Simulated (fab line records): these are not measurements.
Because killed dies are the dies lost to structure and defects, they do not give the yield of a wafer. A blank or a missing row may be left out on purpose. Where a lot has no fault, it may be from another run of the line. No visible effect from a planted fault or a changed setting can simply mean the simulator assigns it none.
fab line records	flow n5_finfet
record lots=24	wafers=72	last_day=17
route steps=1938 shown STI_FIN_REVEAL@191 SPACER0@259 SD_EPI_N@270
lots with no fault: from the same line, run without faults
start_h: hours from the record's opening day to when the first of the lot's shown wafers began	wait_h: how many hours have passed since the lot's step before this one	" identical to the entry in the row above	L1.1+2: a single row standing in for several wafers	- either no value or no given start	* or withheld: withheld	< > ~ a bound
route shown NAME@n: a module of which the file shows steps, and the number in the route of the first	usual: average and standard deviation across the fault-free wafers	same: alike in all rows	chamber/n: place in a boat	sites: each site's reading	_std_site: standard deviation of those values	_edge_site: the outer-site mean with the inner-site mean subtracted	radius_mm: how far each site lies from the wafer's centre	mask NAME#n: copy n	behind: the tool/chamber that last shaped the wafer	hold: what put the lot on hold/how long, in hours/how the hold closed	device: whichever transistor did not switch (one of n, p or np)	end of line: tests of these same wafers at the route's end	a step with no rows: only its recipe	killed: the dies lost at the first sort to structure and to defects; this is not the yield of the wafer	map: the dies of a wafer, with x for killed, . for not killed, _ for no die there
set.NAME: the run value of the setting; set.NAME@STEP: its run value at that earlier step	model.NAME: the simulator's own value behind a step, which no gauge read
one table for each step of the route and one row for each wafer, over a sample of lots
services: from which hour (start_h, from the record's first day; less than 0 if before it) a tool's chamber was out of use, for how many hours, and why
## steps
# step N5_STI_FIN_REVEAL_STRIP_24
# recipe chemistry=N2/H2	time_s=90	power_w=100	temp_c=40	pressure_mtorr=100	rf_frequency_hz=6e+07	bias_power_w=3	n2_flow_sccm=300	h2_flow_sccm=300
# usual drypump_motor_current_A=5.6/0.56	oes_product_au=0.81/0.1	rf_vpp_V=45.3/0.82	showerhead_plenum_p_Torr=3.38/0.097	throttle_valve_pct=12.17/0.29
lot.wafer	tool	chamber	start_h	wait_h	drypump_motor_current_A	oes_product_au	rf_hours_counter_h	rf_vpp_V	showerhead_plenum_p_Torr	throttle_valve_pct
L074.1	rie_diel-02	0	33.93	0.0	5.0	0.70	201	44.2	3.21	12.45
L074.3	"	2	"	"	4.9	0.86	49	46.3	3.43	12.22
L074.6	"	1	"	"	6.7	0.69	-	45.0	3.34	12.50
L075.1	rie_diel-02	0	38.97	0.0	5.0	0.70	203	44.7	3.21	12.45
L075.4	"	2	"	"	4.9	0.86	-	45.5	3.43	12.21
L075.5	"	0	"	"	5.0	0.70	-	44.6	3.21	12.45
L076.2	rie_diel-04	0	47.68	0.0	6.3	0.93	9	46.6	3.45	11.55
L076.3	"	1	"	"	5.5	0.75	155	45.7	3.37	12.32
L076.6	"	1	"	"	5.5	0.75	-	44.4	3.37	12.33
L077.3	rie_diel-02	2	55.34	0.0	5.0	0.84	58	44.7	3.43	12.23
L077.4	"	1	"	"	6.7	0.68	-	46.3	3.33	12.51
L077.6	"	2	"	"	5.0	0.84	-	44.7	3.43	12.25
L078.1	rie_diel-04	2	58.40	0.0	5.2	1.00	5	44.6	3.44	11.77
L078.3	"	1	"	"	5.5	0.75	160	43.8	3.37	12.34
L078.5	"	3	"	"	5.5	0.84	-	44.9	3.42	12.11
L079.1	rie_diel-04	2	64.02	0.0	5.1	0.98	7	43.2	3.44	11.77
L079.5	"	3	"	"	5.5	0.84	-	46.2	3.42	12.11
L079.6	"	2	"	"	5.2	0.98	-	46.5	3.44	11.77
L080.1	rie_diel-02	0	69.69	0.0	5.0	0.69	216	43.0	3.21	12.46
L080.4	"	1	"	"	6.7	0.68	244	45.9	3.33	12.52
L080.6	"	2	"	"	4.9	0.84	-	44.3	3.43	12.27
L081.4	rie_diel-02	2	76.82	0.0	4.9	0.83	67	45.6	3.42	12.27
L081.5	"	0	"	"	5.0	0.68	-	45.2	3.21	12.48
L081.6	"	1	"	"	6.7	0.67	-	44.6	3.33	12.54
L082.2	rie_diel-06	0	82.35	0.0	5.8	0.74	170	45.4	3.37	12.23
L082.3	"	2	"	"	6.1	0.92	8	45.8	3.32	11.97
L082.6	"	0	"	"	5.8	0.74	-	43.9	3.37	12.24
L083.1	rie_diel-06	1	88.83	0.0	5.3	0.67	244	46.0	3.46	12.61
L083.2	"	3	"	"	5.0	0.74	191	45.6	3.37	12.45
L083.4	"	2	"	"	6.1	0.92	9	45.8	3.32	11.98
L084.1	rie_diel-02	2	93.74	0.0	5.0	0.83	73	45.0	3.42	12.29
L084.2	"	0	"	"	5.0	0.68	224	44.6	3.20	12.50
L084.3	"	3	"	"	5.9	0.96	11	45.3	3.59	11.85
L085.2	rie_diel-02	2	102.30	0.0	4.9	0.82	77	45.3	3.42	12.30
L085.3	"	0	"	"	5.0	0.67	228	44.0	3.20	12.50
L085.4	"	0	"	"	5.0	0.68	-	45.7	3.20	12.51
L086.2	rie_diel-04	0	107.26	0.0	6.3	0.88	30	44.7	3.44	11.61
L086.3	"	3	"	"	5.5	0.82	87	45.4	3.41	12.16
L086.5	"	3	"	"	5.5	0.82	-	44.4	3.41	12.15
L087.2	rie_diel-02	0	112.63	0.0	5.0	0.67	233	45.1	3.20	12.52
L087.3	"	3	"	"	5.9	0.93	20	45.4	3.59	11.87
L087.6	"	0	"	"	5.0	0.67	-	44.4	3.20	12.55
L088.1	rie_diel-02	0	117.72	0.0	5.0	0.68	234	44.5	3.20	12.54
L088.3	"	1	"	"	6.7	1.01	3	45.5	3.32	11.93
L088.4	"	2	"	"	4.9	0.81	83	42.9	3.42	12.34
L089.3	rie_diel-06	2	123.60	0.0	6.1	0.89	22	44.9	3.31	12.00
L089.5	"	0	"	"	5.8	0.73	-	47.0	3.36	12.28
L089.6	"	3	"	"	5.0	0.73	-	45.0	3.36	12.48
L090.2	rie_diel-04	2	130.47	0.0	5.2	0.92	26	46.0	3.43	11.81
L090.5	"	2	"	"	5.2	0.93	-	46.5	3.43	11.83
L090.6	"	3	"	"	5.5	0.81	-	45.8	3.40	12.19
L091.2	rie_diel-04	2	134.75	0.0	5.2	0.93	28	46.3	3.43	11.83
L091.5	"	1	"	"	5.5	0.72	-	45.0	3.36	12.38
L091.6	"	0	"	"	6.2	0.86	-	45.0	3.43	11.64
L092.1	rie_diel-02	0	144.21	0.0	5.0	0.67	244	45.5	3.19	12.56
L092.4	"	1	"	"	6.7	0.97	12	45.3	3.32	11.95
L092.6	"	0	"	"	5.0	0.66	-	44.7	3.19	12.56
L093.3	rie_diel-06	1	149.39	0.0	5.4	0.93	7	45.2	3.45	11.98
L093.4	"	2	"	"	6.1	0.87	31	45.2	3.31	12.03
L093.6	"	0	"	"	5.8	0.72	-	46.1	3.35	12.28
L094.1	rie_diel-06	2	161.49	0.0	6.1	0.87	35	46.0	3.30	12.02
L094.2	"	3	"	"	5.0	0.71	217	46.6	3.35	12.53
L094.6	"	3	"	"	5.0	0.72	-	45.7	3.35	12.51
L095.1	rie_diel-04	3	164.40	0.0	5.5	0.79	108	45.8	3.40	12.21
L095.2	"	1	"	"	5.5	0.71	194	44.9	3.35	12.42
L095.4	"	2	"	"	5.2	0.91	39	45.3	3.42	11.85
L096.2	rie_diel-04	1	168.84	0.0	5.5	0.71	196	46.5	3.35	12.42
L096.4	"	0	"	"	6.3	0.83	51	45.7	3.43	11.68
L096.5	"	2	"	"	5.1	0.90	-	45.0	3.42	11.85
L097.1	rie_diel-04	2	172.71	0.0	5.2	0.91	41	45.5	3.42	11.86
L097.2	"	1	"	"	5.5	0.72	197	45.5	3.35	12.41
L097.5	"	2	"	"	5.2	0.91	-	45.0	3.42	11.85
# step N5_STI_FIN_REVEAL_OXIDATION_33
# recipe chemistry=O2_PLASMA_REMOTE	temp_c=150	time_s=20	pressure_mtorr=1000	source_power_w=2000	o2_flow_sccm=3000
# usual drypump_motor_current_A=6.2/0.39	heater_power_w=144/9
lot.wafer	tool	chamber	start_h	wait_h	drypump_motor_current_A	heater_power_w	rf_hours_counter_h
L074.1	plasma_asher-01	1	36.64	0.0	6.5	144	27
L074.3	"	1	"	"	6.5	143	-
L074.6	"	1	"	"	6.5	144	-
L075.1	plasma_asher-02	1	41.72	0.0	6.5	131	86
L075.4	"	0	"	"	6.5	140	-
L075.5	"	0	"	"	6.4	145	-
L076.2	plasma_asher-02	1	50.40	0.0	6.5	131	88
L076.3	"	0	"	"	6.4	142	-
L076.6	"	1	"	"	6.5	135	-
L077.3	plasma_asher-02	1	58.07	0.0	6.5	128	-
L077.4	"	0	"	"	6.4	141	-
L077.6	"	1	"	"	6.5	135	-
L078.1	plasma_asher-01	0	61.36	0.0	5.5	163	32
L078.3	"	1	"	"	6.5	145	-
L078.5	"	1	"	"	6.5	147	-
L079.1	plasma_asher-02	1	67.55	0.0	6.5	135	91
L079.5	"	0	"	"	6.4	140	-
L079.6	"	1	"	"	6.5	132	-
L080.1	plasma_asher-01	1	72.41	0.0	6.5	147	35
L080.4	"	0	"	"	5.6	158	-
L080.6	"	0	"	"	5.6	158	-
L081.4	plasma_asher-02	0	79.56	0.0	6.4	145	-
L081.5	"	0	"	"	6.4	143	-
L081.6	"	1	"	"	6.5	130	-
L082.2	plasma_asher-02	0	85.58	0.0	6.4	143	95
L082.3	"	0	"	"	6.4	142	-
L082.6	"	0	"	"	6.4	142	-
L083.1	plasma_asher-02	1	91.55	0.0	6.5	135	96
L083.2	"	0	"	"	6.4	140	96
L083.4	"	1	"	"	6.5	135	-
L084.1	plasma_asher-02	0	96.63	0.0	6.4	145	97
L084.2	"	1	"	"	6.5	133	97
L084.3	"	0	"	"	6.4	141	-
L085.2	plasma_asher-01	0	105.05	0.1	5.6	161	40
L085.3	"	0	"	"	5.6	159	-
L085.4	"	1	"	"	6.5	145	-
L086.2	plasma_asher-02	1	110.69	0.0	6.5	133	100
L086.3	"	1	"	"	6.5	134	-
L086.5	"	1	"	"	6.5	134	-
L087.2	plasma_asher-01	1	115.68	0.0	6.5	144	43
L087.3	"	1	"	"	6.5	142	-
L087.6	"	1	"	"	6.5	145	-
L088.1	plasma_asher-01	1	120.97	0.0	6.5	146	44
L088.3	"	1	"	"	6.5	147	-
L088.4	"	0	"	"	5.6	156	-
L089.3	plasma_asher-01	1	126.70	0.0	6.5	144	-
L089.5	"	0	"	"	5.6	158	-
L089.6	"	1	"	"	6.5	144	-
L090.2	plasma_asher-02	0	133.21	0.0	6.4	141	105
L090.5	"	1	"	"	6.5	131	-
L090.6	"	0	"	"	6.4	141	-
L091.2	plasma_asher-01	1	137.47	0.0	6.5	145	47
L091.5	"	1	"	"	6.5	146	-
L091.6	"	0	"	"	5.6	153	-
L092.1	plasma_asher-02	1	147.11	0.2	6.5	135	108
L092.4	"	1	"	"	6.5	138	-
L092.6	"	1	"	"	6.5	134	-
L093.3	plasma_asher-02	1	152.12	0.0	6.5	135	-
L093.4	"	0	"	"	6.3	143	-
L093.6	"	1	"	"	6.5	137	-
L094.1	plasma_asher-01	1	164.24	0.0	6.5	144	49
L094.2	"	0	"	"	5.6	158	49
L094.6	"	1	"	"	6.5	139	-
L095.1	plasma_asher-01	0	167.12	0.0	5.6	155	50
L095.2	"	1	"	"	6.5	144	50
L095.4	"	1	"	"	6.5	143	-
L096.2	plasma_asher-01	1	171.56	0.0	6.5	144	51
L096.4	"	1	"	"	6.5	140	-
L096.5	"	1	"	"	6.5	145	-
L097.1	plasma_asher-01	1	175.43	0.0	6.5	142	52
L097.2	"	0	"	"	5.5	155	52
L097.5	"	0	"	"	5.6	160	-
# step N5_STI_FIN_REVEAL_CD_MEAS_22
# recipe target_cd_nm=6.238	pitch_nm=28	polarity=line
# usual cd_nm=6.24/0.25
lot.wafer	tool	chamber	start_h	wait_h	cd_nm
L074.1	cd_sem-03	-	36.83	0.0	6.25
L074.3	"	-	"	"	5.93
L074.6	"	-	"	"	6.33
L075.1	cd_sem-01	-	41.88	0.0	6.31
L075.4	"	-	"	"	5.87
L075.5	"	-	"	"	6.28
L076.2	cd_sem-02	-	50.56	0.0	6.29
L076.3	"	-	"	"	6.57
L076.6	"	-	"	"	6.24
L077.3	cd_sem-01	-	58.22	0.0	6.28
L077.4	"	-	"	"	6.57
L077.6	"	-	"	"	6.54
L078.1	cd_sem-02	-	61.53	0.0	6.62
L078.3	"	-	"	"	6.16
L078.5	"	-	"	"	6.00
L079.1	cd_sem-01	-	67.71	0.0	6.42
L079.5	"	-	"	"	6.21
L079.6	"	-	"	"	6.49
L080.1	cd_sem-01	-	72.57	0.0	6.35
L080.4	"	-	"	"	6.17
L080.6	"	-	"	"	5.83
L081.4	cd_sem-03	-	79.71	0.0	6.20
L081.5	"	-	"	"	6.45
L081.6	"	-	"	"	6.77
L082.2	cd_sem-01	-	85.75	0.0	6.73
L082.3	"	-	"	"	6.40
L082.6	"	-	"	"	6.32
L083.1	cd_sem-02	-	91.72	0.0	6.29
L083.2	"	-	"	"	5.92
L083.4	"	-	"	"	6.56
L084.1	cd_sem-02	-	96.80	0.0	5.85
L084.2	"	-	"	"	5.78
L084.3	"	-	"	"	5.86
L085.2	cd_sem-01	-	105.21	0.0	6.22
L085.3	"	-	"	"	5.85
L085.4	"	-	"	"	6.29
L086.2	cd_sem-01	-	110.86	0.0	6.48
L086.3	"	-	"	"	6.36
L086.5	"	-	"	"	6.39
L087.2	cd_sem-02	-	115.85	0.0	6.37
L087.3	"	-	"	"	6.57
L087.6	"	-	"	"	6.17
L088.1	cd_sem-03	-	121.13	0.0	6.44
L088.3	"	-	"	"	6.19
L088.4	"	-	"	"	5.90
L089.3	cd_sem-03	-	126.85	0.0	6.30
L089.5	"	-	"	"	6.57
L089.6	"	-	"	"	6.64
L090.2	cd_sem-03	-	133.38	0.0	6.20
L090.5	"	-	"	"	6.07
L090.6	"	-	"	"	6.15
L091.2	cd_sem-02	-	137.64	0.0	5.64
L091.5	"	-	"	"	5.85
L091.6	"	-	"	"	6.11
L092.1	cd_sem-02	-	147.28	0.0	6.17
L092.4	"	-	"	"	6.46
L092.6	"	-	"	"	6.53
L093.3	cd_sem-03	-	152.27	0.0	6.26
L093.4	"	-	"	"	6.25
L093.6	"	-	"	"	6.21
L094.1	cd_sem-02	-	164.41	0.0	6.05
L094.2	"	-	"	"	6.51
L094.6	"	-	"	"	6.18
L095.1	cd_sem-02	-	167.28	0.0	6.70
L095.2	"	-	"	"	6.10
L095.4	"	-	"	"	6.57
L096.2	cd_sem-01	-	171.73	0.0	6.16
L096.4	"	-	"	"	6.47
L096.5	"	-	"	"	6.56
L097.1	cd_sem-01	-	175.59	0.0	5.81
L097.2	"	-	"	"	6.49
L097.5	"	-	"	"	5.96
# step N5_STI_FIN_REVEAL_INSPECT_13
# recipe inspect_instrument=darkfield	mode=post_clean
# usual raw_defect_count=12/5.4
lot.wafer	tool	chamber	start_h	wait_h	raw_defect_count
L074.1	defect_inspect-02	-	36.97	0.0	18
L074.3	"	-	"	"	16
L074.6	"	-	"	"	13
L075.1	defect_inspect-02	-	42.00	0.0	11
L075.4	"	-	"	"	7
L075.5	"	-	"	"	13
L076.2	defect_inspect-01	-	50.68	0.0	17
L076.3	"	-	"	"	17
L076.6	"	-	"	"	12
L077.3	defect_inspect-02	-	58.34	0.0	2
L077.4	"	-	"	"	6
L077.6	"	-	"	"	6
L078.1	defect_inspect-01	-	61.65	0.0	10
L078.3	"	-	"	"	6
L078.5	"	-	"	"	7
L079.1	defect_inspect-01	-	67.83	0.0	13
L079.5	"	-	"	"	12
L079.6	"	-	"	"	15
L080.1	defect_inspect-02	-	72.69	0.0	13
L080.4	"	-	"	"	4
L080.6	"	-	"	"	9
L081.4	defect_inspect-01	-	79.83	0.0	25
L081.5	"	-	"	"	12
L081.6	"	-	"	"	5
L082.2	defect_inspect-02	-	85.87	0.0	17
L082.3	"	-	"	"	7
L082.6	"	-	"	"	14
L083.1	defect_inspect-02	-	91.83	0.0	19
L083.2	"	-	"	"	14
L083.4	"	-	"	"	27
L084.1	defect_inspect-01	-	96.92	0.0	10
L084.2	"	-	"	"	18
L084.3	"	-	"	"	8
L085.2	defect_inspect-02	-	105.33	0.0	16
L085.3	"	-	"	"	7
L085.4	"	-	"	"	7
L086.2	defect_inspect-01	-	110.98	0.0	11
L086.3	"	-	"	"	10
L086.5	"	-	"	"	10
L087.2	defect_inspect-01	-	115.96	0.0	5
L087.3	"	-	"	"	3
L087.6	"	-	"	"	8
L088.1	defect_inspect-02	-	121.25	0.0	16
L088.3	"	-	"	"	9
L088.4	"	-	"	"	7
L089.3	defect_inspect-01	-	126.96	0.0	14
L089.5	"	-	"	"	6
L089.6	"	-	"	"	12
L090.2	defect_inspect-02	-	133.50	0.0	16
L090.5	"	-	"	"	17
L090.6	"	-	"	"	29
L091.2	defect_inspect-02	-	137.76	0.0	12
L091.5	"	-	"	"	17
L091.6	"	-	"	"	14
L092.1	defect_inspect-01	-	147.39	0.0	8
L092.4	"	-	"	"	11
L092.6	"	-	"	"	10
L093.3	defect_inspect-01	-	152.39	0.0	7
L093.4	"	-	"	"	16
L093.6	"	-	"	"	12
L094.1	defect_inspect-01	-	164.53	0.0	9
L094.2	"	-	"	"	5
L094.6	"	-	"	"	11
L095.1	defect_inspect-02	-	167.40	0.0	8
L095.2	"	-	"	"	8
L095.4	"	-	"	"	10
L096.2	defect_inspect-01	-	171.85	0.0	11
L096.4	"	-	"	"	7
L096.5	"	-	"	"	8
L097.1	defect_inspect-02	-	175.71	0.0	18
L097.2	"	-	"	"	19
L097.5	"	-	"	"	11
# step N5_SPACER0_ALD_00
# recipe material=SiOCN	target_thk_a=35	temp_c=400	ald_precursor_family=alkyl-aminosilane	ald_co_reactant=O2/N2-plasma	pulse_time_s=3	purge_time_s=2	co_reactant_purge_time_s=2	ald_cycles=58	pressure_torr=2
# usual heater_power_w=833/85	precursor_pulse_height_rel=0.997/0.02
lot.wafer	tool	chamber	start_h	wait_h	heater_power_w	precursor_pulse_height_rel
L074.1	ald_sin-03	3	51.75	0.1	1029	0.984
L074.3	"	2	"	"	903	0.974
L074.6	"	1	"	"	858	1.009
L075.1	ald_sin-02	0	52.47	0.1	696	1.015
L075.4	"	3	"	"	721	0.985
L075.5	"	1	"	"	845	1.000
L076.2	ald_sin-02	0	61.25	0.1	728	1.041
L076.3	"	1	"	"	846	1.019
L076.6	"	2	"	"	861	1.016
L077.3	ald_sin-02	1	70.30	0.1	872	0.991
L077.4	"	2	"	"	844	1.005
L077.6	"	3	"	"	745	1.025
L078.1	ald_sin-03	0	75.40	0.1	862	0.986
L078.3	"	1	"	"	842	0.978
L078.5	"	0	"	"	812	1.032
L079.1	ald_sin-03	3	79.02	0.1	998	1.013
L079.5	"	1	"	"	854	0.990
L079.6	"	0	"	"	843	0.993
L080.1	ald_sin-01	3	87.22	0.1	885	0.971
L080.4	"	1	"	"	713	1.045
L080.6	"	0	"	"	908	1.000
L081.4	ald_sin-01	3	90.55	0.1	885	0.998
L081.5	"	1	"	"	683	0.984
L081.6	"	0	"	"	873	1.013
L082.2	ald_sin-02	0	96.10	0.1	725	0.988
L082.3	"	2	"	"	864	0.995
L082.6	"	0	"	"	743	1.001
L083.1	ald_sin-03	2	102.48	0.1	847	0.995
L083.2	"	1	"	"	899	0.970
L083.4	"	3	"	"	1008	1.015
L084.1	ald_sin-01	3	109.56	0.1	904	0.981
L084.2	"	0	"	"	899	0.988
L084.3	"	2	"	"	810	1.025
L085.2	ald_sin-03	0	115.85	0.1	845	0.966
L085.3	"	2	"	"	852	1.032
L085.4	"	1	"	"	876	0.985
L086.2	ald_sin-02	2	121.18	0.1	841	0.987
L086.3	"	1	"	"	888	0.988
L086.5	"	2	"	"	877	1.021
L087.2	ald_sin-01	1	128.19	0.1	721	0.990
L087.3	"	0	"	"	907	0.974
L087.6	"	0	"	"	902	0.987
L088.1	ald_sin-01	0	131.38	0.1	910	1.002
L088.3	"	1	"	"	714	0.974
L088.4	"	3	"	"	872	0.974
L089.3	ald_sin-01	0	139.32	0.1	901	0.994
L089.5	"	3	"	"	921	0.979
L089.6	"	2	"	"	827	0.950
L090.2	ald_sin-01	3	144.14	0.1	913	1.011
L090.5	"	2	"	"	812	1.003
L090.6	"	1	"	"	688	0.997
L091.2	ald_sin-01	1	152.75	0.1	715	1.005
L091.5	"	3	"	"	891	0.985
L091.6	"	2	"	"	833	0.994
L092.1	ald_sin-02	2	161.81	0.1	839	0.985
L092.4	"	0	"	"	716	1.014
L092.6	"	1	"	"	837	1.016
L093.3	ald_sin-02	3	165.86	0.1	743	1.018
L093.4	"	2	"	"	858	1.042
L093.6	"	1	"	"	873	1.000
L094.1	ald_sin-02	0	174.65	0.1	718	0.992
L094.2	"	3	"	"	724	1.016
L094.6	"	1	"	"	865	1.033
L095.1	ald_sin-02	3	177.99	0.1	740	1.011
L095.2	"	2	"	"	859	1.027
L095.4	"	0	"	"	739	0.983
L096.2	ald_sin-03	2	183.29	0.1	858	1.011
L096.4	"	0	"	"	815	0.985
L096.5	"	3	"	"	1015	0.983
L097.1	ald_sin-03	1	186.33	0.1	906	0.994
L097.2	"	0	"	"	835	1.010
L097.5	"	2	"	"	897	0.995
# step N5_SD_EPI_N_CD_MEAS_09
# recipe target_cd_nm=120	landing_energy_ev=500	detector=se_inlens
# usual cd_nm=120.2/0.62
lot.wafer	tool	chamber	start_h	wait_h	cd_nm
L074.1	cd_sem-02	0	52.56	-	120.4
L074.3	"	0	"	"	120.4
L074.6	"	0	"	"	119.8
L075.1	cd_sem-01	0	53.28	-	120.2
L075.4	"	0	"	"	120.5
L075.5	"	0	"	"	119.8
L076.2	cd_sem-03	0	61.94	-	119.3
L076.3	"	0	"	"	119.6
L076.6	"	0	"	"	119.1
L077.3	cd_sem-02	0	71.12	-	121.5
L077.4	"	0	"	"	121.1
L077.6	"	0	"	"	120.9
L078.1	cd_sem-01	0	76.21	-	121.0
L078.3	"	0	"	"	119.8
L078.5	"	0	"	"	121.4
L079.1	cd_sem-03	0	79.84	-	120.4
L079.5	"	0	"	"	119.6
L079.6	"	0	"	"	119.6
L080.1	cd_sem-03	0	88.04	-	119.6
L080.4	"	0	"	"	119.6
L080.6	"	0	"	"	119.4
L081.4	cd_sem-03	0	91.25	-	120.2
L081.5	"	0	"	"	120.5
L081.6	"	0	"	"	120.3
L082.2	cd_sem-03	0	96.91	-	120.2
L082.3	"	0	"	"	120.0
L082.6	"	0	"	"	120.3
L083.1	cd_sem-03	0	103.29	-	120.0
L083.2	"	0	"	"	119.7
L083.4	"	0	"	"	120.1
L084.1	cd_sem-01	0	110.25	-	119.8
L084.2	"	0	"	"	120.3
L084.3	"	0	"	"	120.4
L085.2	cd_sem-02	0	116.67	-	119.9
L085.3	"	0	"	"	119.4
L085.4	"	0	"	"	119.8
L086.2	cd_sem-03	0	121.89	-	120.1
L086.3	"	0	"	"	119.9
L086.5	"	0	"	"	120.1
L087.2	cd_sem-01	0	128.88	-	120.2
L087.3	"	0	"	"	120.7
L087.6	"	0	"	"	119.5
L088.1	cd_sem-03	0	132.07	-	119.6
L088.3	"	0	"	"	119.2
L088.4	"	0	"	"	119.9
L089.3	cd_sem-03	0	140.15	-	120.3
L089.5	"	0	"	"	120.9
L089.6	"	0	"	"	120.9
L090.2	cd_sem-03	0	144.96	-	119.5
L090.5	"	0	"	"	119.3
L090.6	"	0	"	"	119.5
L091.2	cd_sem-01	0	153.44	-	119.3
L091.5	"	0	"	"	119.7
L091.6	"	0	"	"	120.8
L092.1	cd_sem-02	0	162.62	-	120.7
L092.4	"	0	"	"	122.0
L092.6	"	0	"	"	121.7
L093.3	cd_sem-02	0	166.68	-	120.5
L093.4	"	0	"	"	120.1
L093.6	"	0	"	"	119.7
L094.1	cd_sem-03	0	175.46	-	120.9
L094.2	"	0	"	"	120.8
L094.6	"	0	"	"	121.4
L095.1	cd_sem-02	0	178.80	-	120.9
L095.2	"	0	"	"	120.1
L095.4	"	0	"	"	119.3
L096.2	cd_sem-01	0	183.98	-	119.9
L096.4	"	0	"	"	120.2
L096.5	"	0	"	"	120.2
L097.1	cd_sem-02	0	187.02	-	120.4
L097.2	"	0	"	"	120.5
L097.5	"	0	"	"	120.6
## services
tool	chamber	start_h	hours	kind
rie_diel-02	-	21.43	1.6	repair
rie_diel-02	3	29.96	10.2	repair
ald_sin-03	0	30.98	4.2	repair
ald_sin-01	2	53.49	3.6	repair
rie_diel-06	-	60.80	0.3	repair
ald_sin-02	3	84.38	4.8	repair
rie_diel-02	1	85.19	-	clean
rie_diel-02	1	85.19	-	consumable_replace:focus_ring
rie_diel-02	1	85.19	23.3	scheduled_down
rie_diel-02	1	85.19	23.3	vent_cycle
ald_sin-03	-	87.07	14.0	pm
rie_diel-04	1	107.47	3.4	repair
ald_sin-02	3	122.06	3.6	repair
ald_sin-02	-	134.01	14.6	pm
ald_sin-03	1	141.84	10.6	repair
plasma_asher-01	-	142.48	15.6	pm
ald_sin-03	-	144.84	14.6	pm
ald_sin-02	-	148.61	6.1	pm
rie_diel-06	-	153.59	1.2	repair
rie_diel-02	0	162.16	-	clean
ald_sin-03	-	167.85	0.5	repair
plasma_asher-02	-	169.97	4.1	repair
rie_diel-06	1	175.24	16.7	repair
ald_sin-01	-	178.65	14.0	pm
## key
fault none
